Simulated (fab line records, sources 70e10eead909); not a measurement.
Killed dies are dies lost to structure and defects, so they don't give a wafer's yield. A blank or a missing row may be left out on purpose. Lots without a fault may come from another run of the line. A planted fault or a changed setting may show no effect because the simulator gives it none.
Which tool did it? | flow nand_harc | 24 lots, 72 wafers sampled, at 3 steps of a route of 1159

WHAT THE GAUGES READ, wafer by wafer
NHARC_A_CONTACT_CD_MEAS_15. Usual: cd_nm 89.7 nm, standard deviation 0.77.
lot  | measured     | on        | cd_nm (nm)     | flag
L075 | day 17 04:32 | cd_sem-03 | 89.9 88.8 88.7 |
L074 | day 17 04:52 | cd_sem-02 | 88.3 89.2 89.2 |
L076 | day 17 07:01 | cd_sem-01 | 89.9 89.3 88.7 |
L079 | day 17 18:02 | cd_sem-01 | 89.3 89.2 89.7 |
L078 | day 17 23:32 | cd_sem-03 | 91.0 89.5 89.7 |
L077 | day 18 03:01 | cd_sem-01 | 89.0 88.3 88.7 |
L080 | day 18 13:58 | cd_sem-01 | 90.1 90.4 89.6 |
L082 | day 18 15:11 | cd_sem-01 | 89.2 88.6 88.9 |
L081 | day 18 22:11 | cd_sem-02 | 90.6 89.7 91.4 |
L083 | day 19 10:28 | cd_sem-01 | 89.8 90.5 89.9 |
L084 | day 19 11:49 | cd_sem-01 | 89.5 88.2 88.1 |
L085 | day 19 20:00 | cd_sem-02 | 89.1 88.9 89.0 |
L088 | day 19 22:44 | cd_sem-01 | 90.6 91.0 90.6 |
L087 | day 20 01:06 | cd_sem-02 | 89.2 90.0 89.5 |
L086 | day 20 10:17 | cd_sem-02 | 90.5 90.3 90.5 |
L089 | day 20 13:02 | cd_sem-01 | 89.5 89.6 90.0 |
L090 | day 21 01:13 | cd_sem-03 | 90.4 90.7 90.5 |
L091 | day 21 07:47 | cd_sem-03 | 89.1 90.1 89.7 |
L094 | day 21 12:27 | cd_sem-03 | 90.0 91.0 90.4 |
L093 | day 21 15:23 | cd_sem-03 | 89.7 89.2 89.6 |
L092 | day 22 01:32 | cd_sem-03 | 90.4 90.4 90.4 |
L095 | day 22 06:59 | cd_sem-01 | 91.5 89.9 89.7 |
L097 | day 22 20:18 | cd_sem-01 | 89.9 89.8 90.2 |
L096 | day 22 20:39 | cd_sem-03 | 90.4 89.4 89.8 |

NHARC_A_BLC_CD_MEAS_19. Usual: cd_nm 100.0 nm, standard deviation 2.6.
lot  | measured     | on        | cd_nm (nm)        | flag
L075 | day 17 16:43 | cd_sem-03 | 97.8 99.5 100.7   |
L074 | day 17 17:39 | cd_sem-02 | 104.0 101.4 103.7 |
L076 | day 17 18:23 | cd_sem-02 | 104.8 98.8 105.0  |
L079 | day 17 22:13 | cd_sem-03 | 101.0 99.7 100.8  |
L078 | day 18 04:01 | cd_sem-01 | 97.4 99.5 97.9    |
L077 | day 18 07:14 | cd_sem-01 | 100.1 99.6 97.8   |
L080 | day 18 18:05 | cd_sem-02 | 98.4 101.1 99.2   |
L082 | day 18 19:16 | cd_sem-01 | 97.8 100.9 99.4   |
L081 | day 19 07:10 | cd_sem-01 | 95.1 102.6 101.2  |
L083 | day 19 14:47 | cd_sem-02 | 98.2 103.3 95.9   |
L084 | day 19 15:47 | cd_sem-01 | 101.4 99.1 102.4  |
L085 | day 20 04:04 | cd_sem-01 | 101.6 101.2 102.7 |
L088 | day 20 04:52 | cd_sem-01 | 104.8 97.8 102.3  |
L087 | day 20 05:26 | cd_sem-01 | 99.3 97.4 96.9    |
L086 | day 20 14:43 | cd_sem-02 | 99.5 97.3 98.0    |
L089 | day 20 17:17 | cd_sem-02 | 96.8 104.6 100.3  |
L090 | day 21 07:42 | cd_sem-01 | 98.8 101.6 98.3   |
L091 | day 21 18:05 | cd_sem-01 | 100.2 95.1 103.6  |
L094 | day 21 18:55 | cd_sem-01 | 100.3 101.1 106.7 |
L093 | day 21 19:39 | cd_sem-02 | 102.1 99.7 103.0  |
L092 | day 22 05:47 | cd_sem-01 | 104.4 101.4 98.4  |
L095 | day 22 11:41 | cd_sem-02 | 99.6 100.0 103.3  |
L097 | day 23 00:39 | cd_sem-03 | 101.8 99.1 99.3   |
L096 | day 23 01:06 | cd_sem-02 | 102.7 101.8 104.0 |

WHICH TOOL RAN EACH LOT (tool, then ch and the chambers of the sampled wafers, then the start)
lot  | NHARC_A_CONTACT_ALD_18
L075 | ald_metal-03 ch 1,2,3, day 17 05:28
L074 | ald_metal-01 ch 0,1,3, day 17 05:50
L076 | ald_metal-02 ch 0,1,2, day 17 08:02
L079 | ald_metal-01 ch 1,3, day 17 19:01
L078 | ald_metal-03 ch 0,1, day 18 00:28
L077 | ald_metal-01 ch 0,1, day 18 04:05
L080 | ald_metal-02 ch 0,2,3, day 18 14:56
L082 | ald_metal-01 ch 2,3, day 18 16:07
L081 | ald_metal-02 ch 1,2,3, day 18 23:16
L083 | ald_metal-02 ch 2,3, day 19 11:38
L084 | ald_metal-01 ch 0,1,2, day 19 12:45
L085 | ald_metal-02 ch 0,3, day 19 21:02
L088 | ald_metal-01 ch 0,3, day 19 23:46
L087 | ald_metal-03 ch 0,1,2, day 20 02:10
L086 | ald_metal-03 ch 0,3, day 20 11:40
L089 | ald_metal-01 ch 2,3, day 20 14:06
L090 | ald_metal-03 ch 0,1, day 21 02:11
L091 | ald_metal-02 ch 0,1,3, day 21 08:45
L094 | ald_metal-01 ch 1,2,3, day 21 13:29
L093 | ald_metal-02 ch 2,3, day 21 16:25
L092 | ald_metal-02 ch 1,2,3, day 22 02:38
L095 | ald_metal-02 ch 1,2,3, day 22 07:58
L097 | ald_metal-03 ch 0,1, day 22 21:17
L096 | ald_metal-02 ch 0,2, day 22 21:39
- NHARC_A_CONTACT_ALD_18: deposits TiN, target thk 3 nm, pulse time 1 s, ald cycles 150.

WHAT THE TOOLS THEMSELVES READ (means of the sampled wafers that have a number; where no wafer has one, the mark that the record gives instead)
NHARC_A_CONTACT_ALD_18. Usual: heater_power_w 1087 W, standard deviation 85; precursor_pulse_height_rel 0.997, standard deviation 0.021.
lot  | tool         | heater_power_w (W) | precursor_pulse_height_rel | flag
L075 | ald_metal-03 | 1159               | 0.992                      |
L074 | ald_metal-01 | 1005               | 0.986                      |
L076 | ald_metal-02 | 1109               | 0.998                      |
L079 | ald_metal-01 | 953                | 1.001                      |
L078 | ald_metal-03 | 1148               | 1.005                      |
L077 | ald_metal-01 | 979                | 1.002                      |
L080 | ald_metal-02 | 1073               | 0.995                      |
L082 | ald_metal-01 | 1061               | 0.999                      |
L081 | ald_metal-02 | 1111               | 0.972                      |
L083 | ald_metal-02 | 1088               | 0.998                      |
L084 | ald_metal-01 | 1083               | 0.994                      |
L085 | ald_metal-02 | 1031               | 1.008                      |
L088 | ald_metal-01 | 991                | 0.991                      |
L087 | ald_metal-03 | 1141               | 1.004                      |
L086 | ald_metal-03 | 1156               | 0.989                      |
L089 | ald_metal-01 | 1057               | 0.997                      |
L090 | ald_metal-03 | 1159               | 1.018                      |
L091 | ald_metal-02 | 1086               | 1.003                      |
L094 | ald_metal-01 | 1000               | 1.023                      |
L093 | ald_metal-02 | 1073               | 0.984                      |
L092 | ald_metal-02 | 1130               | 0.993                      |
L095 | ald_metal-02 | 1127               | 1.000                      |
L097 | ald_metal-03 | 1103               | 0.993                      |
L096 | ald_metal-02 | 1051               | 0.992                      |

THE ANSWER, worked out from the rows above alone
Rule: a lot is off if the mean of its wafers that have a number lies more than 3 standard deviations from the usual mean. A lot without any number at a reading at which 4 lots or more have one is off too. The other lots that the step has rows for count as sound. The gauges are gone through in route order, then the tools' own readings, and for those a lot's mean is taken as printed above. The first step at which some lot is off is used, and at that step the reading that is off furthest; a lot without a number counts as furthest.
No lot is off at any reading shown: from this, nothing can be told.

WHAT THE SIMULATOR HAD PUT IN
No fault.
